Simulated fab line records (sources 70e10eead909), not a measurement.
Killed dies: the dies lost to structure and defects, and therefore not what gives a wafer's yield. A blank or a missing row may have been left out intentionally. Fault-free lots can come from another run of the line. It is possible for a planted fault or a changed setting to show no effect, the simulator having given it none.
fab line records / flow nandHarc
record: lots: 5 wafers: 15 lastDay: 22
route steps=1159 shown P_ZERO_WELL@7 P_STI@85 END@1159
lots that met no fault: taken from a fault-free run of the same line
startH: hours from the record's opening day to when the first of the lot's shown wafers began / waitH: time in hours since the lot's previous step / " unchanged from the row above / L1.1+2: one row covering several wafers at once / - value missing, or start not given / * or withheld: withheld / < > ~ a bound
route shown NAME@n: a module of which the file shows steps, and the number in the route of the first / usual: average and standard deviation across the fault-free wafers / same: alike in all rows / chamber/n: place in a boat / sites: the reading at each site / _std_site: standard deviation of those values / _edge_site: inner sites' mean taken away from outer sites' mean / radiusMm: how far each site lies from the wafer's centre / mask NAME#n: copy n / behind: the last tool/chamber to shape the wafer / hold: why the lot was held/for how many hours/how that ended / device: which transistor (n, p or np) failed to switch / end of line: tests of these same wafers at the route's end / a step given without rows: its recipe and nothing more / killed: at the first sort, the dies lost to defects and structure; wafer yield is something else / map: a wafer's dies, marking killed ones x, the rest . and places with no die _
set.NAME: the run value of the setting; set.NAME@STEP: its run value at that earlier step / model.NAME: the simulator's own value behind a step, which no gauge read
lots at selected steps of the route; one table per step, one row per wafer
services: the hour from which a tool's chamber was out of use, counted from the record's first day as startH (under 0 if before that day), plus the number of hours and why
== steps ==
step: NHARC_P_ZERO_WELL_COAT_64
recipe: tempC: 200 timeS: 65
step: NHARC_P_ZERO_WELL_COAT_05
recipe: spinRpm: 2000 resistThkNm: 600
step: NHARC_P_ZERO_WELL_SOFTBAKE_06
recipe: tempC: 125 timeS: 70
step: NHARC_P_ZERO_WELL_EBR_07
step: NHARC_P_ZERO_WELL_EXPOSE_08
recipe: na: 0.55 targetCdNm: 500 doseMj: 33.8 maskId: P_ZERO
step: NHARC_P_ZERO_WELL_PEB_09
recipe: pebTempC: 128 pebTimeS: 80
step: NHARC_P_ZERO_WELL_DEVELOP_10
recipe: timeS: 50 devTempC: 22
step: NHARC_P_ZERO_WELL_HARDBAKE_12
recipe: tempC: 118 timeS: 65
step: NHARC_P_ZERO_WELL_DESCUM_13
recipe: timeS: 3 o2FlowSccm: 200 arFlowSccm: 0 biasPowerW: 0 chemistry: O2
step: NHARC_P_ZERO_WELL_ETCH_65
recipe: targetDepthA: 800 overetchA: 240 timeS: 87.88 ionEnergyEv: 200 n2FlowSccm: 150 h2FlowSccm: 150 arFlowSccm: 0 rfW: 400 biasW: 150 chemistry: N2/H2
step: NHARC_P_ZERO_WELL_ETCH_62
recipe: targetDepthA: 130 timeS: 6.5 chf3FlowSccm: 50 arFlowSccm: 200 rfW: 500 biasW: 200 chemistry: CHF3/Ar
step: NHARC_P_ZERO_WELL_ETCH_63
recipe: targetDepthA: 1200 timeS: 40.1 hbrFlowSccm: 150 cl2FlowSccm: 50 rfW: 400 icpW: 400 biasW: 100 chemistry: HBr/Cl2
usual: chamberPressureMTorr: 15.001/0.015 drypumpMotorCurrentA: 6.0/0.33 oesProductAu: 1.000/0.011 throttleValvePct: 26.404/0.009
lot.wafer=L310.1 tool=rieSi-04 chamber=0 startH=19.85 waitH=- chamberPressureMTorr=14.998 drypumpMotorCurrentA=6.3 oesProductAu=1.005 rfHoursCounterH=0.8 throttleValvePct=26.410
lot.wafer=L310.5 tool=rieSi-04 chamber=2 startH=19.85 waitH=- chamberPressureMTorr=14.977 drypumpMotorCurrentA=5.8 oesProductAu=1.006 rfHoursCounterH=- throttleValvePct=26.407
lot.wafer=L310.6 tool=rieSi-04 chamber=3 startH=19.85 waitH=- chamberPressureMTorr=15.012 drypumpMotorCurrentA=5.5 oesProductAu=0.976 rfHoursCounterH=- throttleValvePct=26.401
lot.wafer=L313.4 tool=rieSi-04 chamber=1 startH=37.65 waitH=- chamberPressureMTorr=14.988 drypumpMotorCurrentA=6.0 oesProductAu=0.984 rfHoursCounterH=1.1 throttleValvePct=26.407
lot.wafer=L313.1 tool=rieSi-04 chamber=2 startH=37.65 waitH=- chamberPressureMTorr=14.998 drypumpMotorCurrentA=5.8 oesProductAu=0.998 rfHoursCounterH=1.2 throttleValvePct=26.412
lot.wafer=L313.2 tool=rieSi-04 chamber=0 startH=37.65 waitH=- chamberPressureMTorr=14.975 drypumpMotorCurrentA=6.2 oesProductAu=0.999 rfHoursCounterH=1.0 throttleValvePct=26.405
lot.wafer=L314.1 tool=rieSi-04 chamber=2 startH=43.66 waitH=- chamberPressureMTorr=15.006 drypumpMotorCurrentA=5.8 oesProductAu=0.996 rfHoursCounterH=1.3 throttleValvePct=26.392
lot.wafer=L314.4 tool=rieSi-04 chamber=0 startH=43.66 waitH=- chamberPressureMTorr=15.003 drypumpMotorCurrentA=6.3 oesProductAu=0.993 rfHoursCounterH=1.0 throttleValvePct=26.394
lot.wafer=L314.5 tool=rieSi-04 chamber=3 startH=43.66 waitH=- chamberPressureMTorr=14.993 drypumpMotorCurrentA=5.5 oesProductAu=0.987 rfHoursCounterH=- throttleValvePct=26.428
lot.wafer=L318.3 tool=rieSi-04 chamber=0 startH=67.68 waitH=- chamberPressureMTorr=15.009 drypumpMotorCurrentA=6.3 oesProductAu=1.009 rfHoursCounterH=1.2 throttleValvePct=26.407
lot.wafer=L318.4 tool=rieSi-04 chamber=1 startH=67.68 waitH=- chamberPressureMTorr=15.010 drypumpMotorCurrentA=6.0 oesProductAu=0.992 rfHoursCounterH=1.3 throttleValvePct=26.410
lot.wafer=L318.1 tool=rieSi-04 chamber=2 startH=67.68 waitH=- chamberPressureMTorr=14.998 drypumpMotorCurrentA=5.9 oesProductAu=1.003 rfHoursCounterH=1.5 throttleValvePct=26.390
lot.wafer=L324.1 tool=rieSi-03 chamber=0 startH=103.66 waitH=- chamberPressureMTorr=14.999 drypumpMotorCurrentA=6.0 oesProductAu=1.014 rfHoursCounterH=1.0 throttleValvePct=26.396
lot.wafer=L324.4 tool=rieSi-03 chamber=2 startH=103.66 waitH=- chamberPressureMTorr=15.003 drypumpMotorCurrentA=5.8 oesProductAu=0.988 rfHoursCounterH=1.1 throttleValvePct=26.403
lot.wafer=L324.5 tool=rieSi-03 chamber=1 startH=103.66 waitH=- chamberPressureMTorr=15.011 drypumpMotorCurrentA=6.2 oesProductAu=1.028 rfHoursCounterH=- throttleValvePct=26.397
step: NHARC_P_ZERO_WELL_STRIP_15
recipe: timeS: 900 tempC: 130 chemistry: SPM
step: NHARC_P_ZERO_WELL_DEHYDRATE_16
recipe: tempC: 150 timeS: 120
step: NHARC_P_ZERO_WELL_HMDS_17
recipe: timeS: 30
step: NHARC_P_ZERO_WELL_COAT_18
recipe: spinRpm: withheld
step: NHARC_P_ZERO_WELL_SOFTBAKE_19
recipe: tempC: 122 timeS: 95
step: NHARC_P_ZERO_WELL_EBR_20
step: NHARC_P_ZERO_WELL_EXPOSE_21
recipe: na: 0.6 targetCdNm: 720 doseMj: 22.31 maskId: P_NWELL
step: NHARC_P_ZERO_WELL_PEB_22
recipe: pebTempC: 118 pebTimeS: 85
step: NHARC_P_ZERO_WELL_DEVELOP_23
recipe: timeS: 70
step: NHARC_P_ZERO_WELL_HARDBAKE_25
recipe: tempC: 125 timeS: 80
step: NHARC_P_ZERO_WELL_DESCUM_26
recipe: timeS: 3 o2FlowSccm: 200 arFlowSccm: 0 biasPowerW: 0 chemistry: O2
step: NHARC_P_ZERO_WELL_IMPLANT_27
recipe: energyKev: 600 doseCm2: 1e+13 tiltDeg: 7
step: NHARC_P_ZERO_WELL_IMPLANT_57
recipe: energyKev: 250 doseCm2: 4e+12 tiltDeg: 7
step: NHARC_P_ZERO_WELL_IMPLANT_58
recipe: energyKev: 100 doseCm2: 2e+12 tiltDeg: 7
step: NHARC_P_ZERO_WELL_STRIP_28
recipe: timeS: 840 tempC: 130 chemistry: SPM
step: NHARC_P_ZERO_WELL_DEHYDRATE_29
recipe: tempC: 150 timeS: 120
step: NHARC_P_ZERO_WELL_HMDS_30
recipe: timeS: 30
step: NHARC_P_ZERO_WELL_COAT_31
recipe: spinRpm: withheld
step: NHARC_P_ZERO_WELL_SOFTBAKE_32
recipe: tempC: 122 timeS: 95
step: NHARC_P_ZERO_WELL_EBR_33
step: NHARC_P_ZERO_WELL_EXPOSE_34
recipe: na: 0.6 targetCdNm: 720 doseMj: 22.31 maskId: P_PWELL
step: NHARC_P_ZERO_WELL_PEB_35
recipe: pebTempC: 118 pebTimeS: 85
step: NHARC_P_ZERO_WELL_DEVELOP_36
recipe: timeS: 70
step: NHARC_P_ZERO_WELL_HARDBAKE_38
recipe: tempC: 125 timeS: 80
step: NHARC_P_ZERO_WELL_DESCUM_39
recipe: timeS: 3 o2FlowSccm: 200 arFlowSccm: 0 biasPowerW: 0 chemistry: O2
step: NHARC_P_ZERO_WELL_IMPLANT_40
recipe: energyKev: 300 doseCm2: 1e+13 tiltDeg: 7
step: NHARC_P_ZERO_WELL_IMPLANT_59
recipe: energyKev: 120 doseCm2: 5e+12 tiltDeg: 7
step: NHARC_P_ZERO_WELL_INSPECT_43
usual: rawDefectCount: 14/5.8
lot.wafer=L310.1 tool=defectInspect-02 chamber=- startH=25.76 waitH=0.6 rawDefectCount=15
lot.wafer=L310.5 tool=defectInspect-02 chamber=- startH=25.76 waitH=0.6 rawDefectCount=18
lot.wafer=L310.6 tool=defectInspect-02 chamber=- startH=25.76 waitH=0.6 rawDefectCount=22
lot.wafer=L313.1 tool=defectInspect-02 chamber=- startH=43.79 waitH=0.6 rawDefectCount=259
lot.wafer=L313.2 tool=defectInspect-02 chamber=- startH=43.79 waitH=0.6 rawDefectCount=10
lot.wafer=L313.4 tool=defectInspect-02 chamber=- startH=43.79 waitH=0.6 rawDefectCount=16
lot.wafer=L314.1 tool=defectInspect-01 chamber=- startH=49.52 waitH=0.6 rawDefectCount=264
lot.wafer=L314.4 tool=defectInspect-01 chamber=- startH=49.52 waitH=0.6 rawDefectCount=9
lot.wafer=L314.5 tool=defectInspect-01 chamber=- startH=49.52 waitH=0.6 rawDefectCount=7
lot.wafer=L318.1 tool=defectInspect-02 chamber=- startH=73.74 waitH=0.6 rawDefectCount=257
lot.wafer=L318.3 tool=defectInspect-02 chamber=- startH=73.74 waitH=0.6 rawDefectCount=20
lot.wafer=L318.4 tool=defectInspect-02 chamber=- startH=73.74 waitH=0.6 rawDefectCount=15
lot.wafer=L324.1 tool=defectInspect-02 chamber=- startH=109.55 waitH=0.6 rawDefectCount=5
lot.wafer=L324.4 tool=defectInspect-02 chamber=- startH=109.55 waitH=0.6 rawDefectCount=11
lot.wafer=L324.5 tool=defectInspect-02 chamber=- startH=109.55 waitH=0.6 rawDefectCount=6
step: NHARC_P_STI_INSPECT_11
usual: rawDefectCount: 5.3/2.8
lot.wafer=L310.1 tool=defectInspect-02 chamber=- startH=39.30 waitH=0.0 rawDefectCount=5
lot.wafer=L310.5 tool=defectInspect-02 chamber=- startH=39.30 waitH=0.0 rawDefectCount=7
lot.wafer=L310.6 tool=defectInspect-02 chamber=- startH=39.30 waitH=0.0 rawDefectCount=6
lot.wafer=L313.1 tool=defectInspect-01 chamber=- startH=58.34 waitH=0.0 rawDefectCount=243
lot.wafer=L313.2 tool=defectInspect-01 chamber=- startH=58.34 waitH=0.0 rawDefectCount=6
lot.wafer=L313.4 tool=defectInspect-01 chamber=- startH=58.34 waitH=0.0 rawDefectCount=6
lot.wafer=L314.1 tool=defectInspect-02 chamber=- startH=65.02 waitH=0.0 rawDefectCount=265
lot.wafer=L314.4 tool=defectInspect-02 chamber=- startH=65.02 waitH=0.0 rawDefectCount=8
lot.wafer=L314.5 tool=defectInspect-02 chamber=- startH=65.02 waitH=0.0 rawDefectCount=3
lot.wafer=L318.1 tool=defectInspect-02 chamber=- startH=89.10 waitH=0.0 rawDefectCount=239
lot.wafer=L318.3 tool=defectInspect-02 chamber=- startH=89.10 waitH=0.0 rawDefectCount=12
lot.wafer=L318.4 tool=defectInspect-02 chamber=- startH=89.10 waitH=0.0 rawDefectCount=13
lot.wafer=L324.1 tool=defectInspect-02 chamber=- startH=126.21 waitH=0.0 rawDefectCount=7
lot.wafer=L324.4 tool=defectInspect-02 chamber=- startH=126.21 waitH=0.0 rawDefectCount=5
lot.wafer=L324.5 tool=defectInspect-02 chamber=- startH=126.21 waitH=0.0 rawDefectCount=6
step: NHARC_END_SORT_01
recipe: tempC: 25
usual: killedAtArray: 24/8.4 killedAtOther: 0.7/1.1 killedAtPeriphery: 2.9/1.7 killedDies: 27/8.6 killedOpen: 3.3/1.8 killedShort: 1.8/1.4
same: grossDies: 677
lot.wafer=L314.1 tool=prober-02 chamber=0 startH=450.33 waitH=2.5 killedAtArray=9 killedAtOther=0 killedAtPeriphery=34 killedDies=43 killedOpen=3 killedShort=1
lot.wafer=L314.4 tool=prober-02 chamber=0 startH=452.74 waitH=3.4 killedAtArray=14 killedAtOther=0 killedAtPeriphery=3 killedDies=17 killedOpen=4 killedShort=3
lot.wafer=L314.5 tool=prober-02 chamber=0 startH=453.55 waitH=3.7 killedAtArray=6 killedAtOther=0 killedAtPeriphery=3 killedDies=9 killedOpen=1 killedShort=1
lot.wafer=L310.1 tool=prober-02 chamber=0 startH=458.13 waitH=2.5 killedAtArray=27 killedAtOther=0 killedAtPeriphery=5 killedDies=32 killedOpen=2 killedShort=2
lot.wafer=L310.5 tool=prober-02 chamber=0 startH=461.31 waitH=3.7 killedAtArray=32 killedAtOther=1 killedAtPeriphery=0 killedDies=33 killedOpen=1 killedShort=3
lot.wafer=L310.6 tool=prober-02 chamber=0 startH=462.11 waitH=4.0 killedAtArray=37 killedAtOther=0 killedAtPeriphery=3 killedDies=40 killedOpen=3 killedShort=2
lot.wafer=L313.1 tool=prober-02 chamber=0 startH=465.86 waitH=2.5 killedAtArray=22 killedAtOther=0 killedAtPeriphery=40 killedDies=62 killedOpen=5 killedShort=1
lot.wafer=L313.2 tool=prober-02 chamber=0 startH=466.65 waitH=2.8 killedAtArray=27 killedAtOther=0 killedAtPeriphery=5 killedDies=32 killedOpen=5 killedShort=2
lot.wafer=L313.4 tool=prober-02 chamber=0 startH=468.23 waitH=3.4 killedAtArray=24 killedAtOther=0 killedAtPeriphery=4 killedDies=28 killedOpen=4 killedShort=2
lot.wafer=L318.1 tool=prober-01 chamber=0 startH=488.84 waitH=2.5 killedAtArray=25 killedAtOther=0 killedAtPeriphery=35 killedDies=60 killedOpen=4 killedShort=3
lot.wafer=L318.3 tool=prober-01 chamber=0 startH=490.45 waitH=3.1 killedAtArray=31 killedAtOther=0 killedAtPeriphery=5 killedDies=36 killedOpen=5 killedShort=3
lot.wafer=L318.4 tool=prober-01 chamber=0 startH=491.25 waitH=3.4 killedAtArray=28 killedAtOther=0 killedAtPeriphery=3 killedDies=31 killedOpen=6 killedShort=2
lot.wafer=L324.1 tool=prober-02 chamber=0 startH=515.72 waitH=2.5 killedAtArray=15 killedAtOther=0 killedAtPeriphery=3 killedDies=18 killedOpen=4 killedShort=2
lot.wafer=L324.4 tool=prober-02 chamber=0 startH=518.09 waitH=3.4 killedAtArray=7 killedAtOther=0 killedAtPeriphery=2 killedDies=9 killedOpen=1 killedShort=2
lot.wafer=L324.5 tool=prober-02 chamber=0 startH=518.88 waitH=3.7 killedAtArray=11 killedAtOther=2 killedAtPeriphery=3 killedDies=16 killedOpen=4 killedShort=3
killed by level:class
L314.1 P_ZERO_WELL:unspecified=34 A_STAIRCASE:chamberFilmFlake=3 A_CHANNEL_FILL_D1:geometricParticle:short=1 A_SGD_CUT:geometricParticle:open=1 A_WL_FILL:geometricParticle:open=1 A_CONTACT:geometricParticle:open=1 A_SLIT:chamberFilmFlake=1 A_CONTACT:chamberFilmFlake=1
L314.4 A_STAIRCASE:chamberFilmFlake=4 A_CHANNEL_FILL_D1:geometricParticle:short=2 A_CONTACT:geometricParticle:open=2 A_CHANNEL_HOLE_D1:chamberFilmFlake=2 P_M0:geometricParticle:short=1 A_BLC:geometricParticle:open=1 A_M0:geometricParticle:open=1 P_ZERO_WELL:chamberFilmFlake=1
L314.5 P_ZERO_WELL:chamberFilmFlake=2 A_STAIRCASE:chamberFilmFlake=2 A_CONTACT:chamberFilmFlake=2 P_M0:geometricParticle:short=1 A_ONON_D1:geometricParticle:open=1 A_CHANNEL_HOLE_D1:chamberFilmFlake=1
L310.1 A_CHANNEL_HOLE_D1:chamberFilmFlake=10 A_STAIRCASE:chamberFilmFlake=7 A_CONTACT:chamberFilmFlake=5 P_STI:chamberFilmFlake=2 A_ZERO_WELL:chamberFilmFlake=2 P_GATE:geometricParticle:open=1 P_M2:geometricParticle:open=1 A_CHANNEL_FILL_D1:geometricParticle:short=1
L310.5 A_CHANNEL_HOLE_D1:chamberFilmFlake=10 A_CONTACT:chamberFilmFlake=9 A_STAIRCASE:chamberFilmFlake=6 A_SLIT:chamberFilmFlake=2 A_CHANNEL_HOLE_D1:geometricParticle:short=1 A_CHANNEL_FILL_D1:geometricParticle:open=1 A_CONTACT:geometricParticle:short=1 STARTING-WAFER:geometricParticle:short=1
L310.6 A_CHANNEL_HOLE_D1:chamberFilmFlake=19 A_CONTACT:chamberFilmFlake=6 A_STAIRCASE:chamberFilmFlake=5 P_CONTACT:geometricParticle:short=1 P_CONTACT:geometricParticle:open=1 A_CHANNEL_FILL_D1:geometricParticle:open=1 A_STAIRCASE:geometricParticle:short=1 A_M0:geometricParticle:open=1
L313.1 P_ZERO_WELL:unspecified=36 A_CHANNEL_HOLE_D1:chamberFilmFlake=15 P_M0:geometricParticle:open=2 P_M0:chamberFilmFlake=2 A_ONON_D1:geometricParticle:open=1 A_ONON_D1:geometricParticle:short=1 A_CHANNEL_HOLE_D1:geometricParticle:open=1 A_M1:geometricParticle:open=1
L313.2 A_CHANNEL_HOLE_D1:chamberFilmFlake=16 A_CONTACT:chamberFilmFlake=5 A_WL_FILL:chamberFilmFlake=2 P_GATE:geometricParticle:open=1 P_M0:geometricParticle:short=1 P_M0:geometricParticle:open=1 A_CHANNEL_FILL_D1:geometricParticle:open=1 A_BLC:geometricParticle:open=1
L313.4 A_CHANNEL_HOLE_D1:chamberFilmFlake=17 P_M2:geometricParticle:open=2 A_STAIRCASE:chamberFilmFlake=2 A_SOURCE_PLATE:geometricParticle:open=1 A_ONON_D1:geometricParticle:short=1 A_CHANNEL_FILL_D1:geometricParticle:short=1 A_CHANNEL_FILL_D1:geometricParticle:open=1 P_STI:chamberFilmFlake=1
L318.1 P_ZERO_WELL:unspecified=32 A_CHANNEL_HOLE_D1:chamberFilmFlake=15 A_CONTACT:chamberFilmFlake=3 A_WL_FILL:chamberFilmFlake=2 P_GATE:geometricParticle:short=1 P_CONTACT:geometricParticle:open=1 P_M1:geometricParticle:short=1 A_SOURCE_PLATE:geometricParticle:short=1
L318.3 A_CHANNEL_HOLE_D1:chamberFilmFlake=15 A_STAIRCASE:chamberFilmFlake=4 A_WL_FILL:chamberFilmFlake=3 A_CONTACT:chamberFilmFlake=3 A_CONTACT:geometricParticle:open=2 P_GATE:geometricParticle:open=1 P_M0:geometricParticle:open=1 P_M1:geometricParticle:open=1
L318.4 A_CHANNEL_HOLE_D1:chamberFilmFlake=14 A_CONTACT:geometricParticle:open=3 A_STAIRCASE:chamberFilmFlake=3 A_WL_FILL:chamberFilmFlake=3 A_CONTACT:chamberFilmFlake=2 P_CONTACT:geometricParticle:open=1 P_M1:geometricParticle:short=1 A_CHANNEL_HOLE_D1:geometricParticle:open=1
L324.1 A_CHANNEL_HOLE_D1:chamberFilmFlake=6 P_GATE:chamberFilmFlake=2 A_STAIRCASE:chamberFilmFlake=2 P_M1:geometricParticle:open=1 A_ONON_D1:geometricParticle:open=1 A_CHANNEL_HOLE_D1:geometricParticle:short=1 A_CHANNEL_FILL_D1:geometricParticle:short=1 A_CONTACT:geometricParticle:open=1
L324.4 A_ZERO_WELL:chamberFilmFlake=2 P_M0:geometricParticle:short=1 A_CHANNEL_FILL_D1:geometricParticle:open=1 A_WL_FILL:geometricParticle:short=1 P_GATE:chamberFilmFlake=1 A_CHANNEL_HOLE_D1:chamberFilmFlake=1 A_STAIRCASE:chamberFilmFlake=1 A_CONTACT:chamberFilmFlake=1
L324.5 P_GATE:chamberFilmFlake=3 A_CONTACT:geometricParticle:open=2 A_CHANNEL_HOLE_D1:chamberFilmFlake=2 THIN_TSV:chamberFilmFlake=2 A_ONON_D1:geometricParticle:short=1 A_ONON_D1:geometricParticle:open=1 A_SGD_CUT:geometricParticle:open=1 A_WL_FILL:geometricParticle:short=1
map L313.1 (x killed, . not)
____________.____________
_________......._________
_______..........._______
______.......x.....______
_____..............._____
____.................____
____............x....____
___...................___
___...................___
__.....................__
__...x.................__
_......................._
_......................._
_......................._
_...................x..._
_x......................_
..x......................
.........................
...........x.............
x........................
.........x...............
_..........x...x........_
_........x.............._
_......x.xxx............_
_...........x..........._
_.......xx.............._
__.........x...x.......__
__........x.x..........__
___...x...............___
___..........x........___
____......x.x........____
____......xxx.x......____
_____....xxxxxxx...._____
______...xxxxxxxx..______
_______xxxxxxxx..._______
_________xxxxxxx_________
____________x____________
map L314.1 (x killed, . not)
____________.____________
_________......._________
_______..........._______
______.............______
_____..............._____
____.................____
____.................____
___x..................___
___...................___
__.....................__
__.....................__
_................x......_
_......................._
_.....................x._
_......................._
_......................._
...x.....................
............x...x...x....
.........................
.........................
.........................
_x..................x..._
_......................._
_......................._
_......................._
_......................._
__.....................__
__.....................__
___...................___
___........x..........___
____.................____
____......xxxx.......____
_____...x..xxx......_____
______..xxxxxxxx...______
_______xxxxxxxxx.._______
_________xxxxxxx_________
____________x____________
== services ==
tool=rieSi-04 chamber=3 startH=18.00 hours=0.9 kind=repair
tool=rieSi-04 chamber=1 startH=43.94 hours=4.7 kind=repair
tool=rieSi-03 chamber=0 startH=74.31 hours=14.8 kind=repair
tool=rieSi-04 chamber=- startH=99.00 hours=9.0 kind=pm
tool=rieSi-04 chamber=0 startH=99.00 hours=9.0 kind=ventCycle
tool=rieSi-04 chamber=1 startH=99.00 hours=9.0 kind=ventCycle
tool=rieSi-04 chamber=2 startH=99.00 hours=9.0 kind=ventCycle
tool=rieSi-04 chamber=3 startH=99.00 hours=9.0 kind=ventCycle
== key ==
firstSign: step: NHARC_P_ZERO_WELL_INSPECT_43 reading: rawDefectCount direction: up sigmas: 43 usual: 14 struck: 260
effect: step: NHARC_P_STI_INSPECT_11 reading: rawDefectCount direction: up sigmas: 89 usual: 5.3 struck: 249
effect: step: NHARC_END_SORT_01 reading: killedAtPeriphery direction: up sigmas: 19 usual: 2.9 struck: 36.3
moreKillsBornAt: NHARC_P_ZERO_WELL_ETCH_63@rieSi-04: 102
metAt NHARC_P_ZERO_WELL_ETCH_63
struckWafers L313.1,L314.1,L318.1
testerLeftOut L313,L314,L318
onsetBetween 19.85 37.65
fault: kind: chamberParticleSource tool: rieSi-04 chamber: 2 onsetH: 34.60 steps: NHARC_P_ZERO_WELL_ETCH_63 ratePerVisitCm2: 0.37736 endH: 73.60
testerLeftOut: of these lots the tester's yield and bins aren't shown, on N5 and GAA mostly nor the transistor test; their killed dies are dies lost to structure and defects alone, not to doping, threshold or leakage, so they don't give the yield
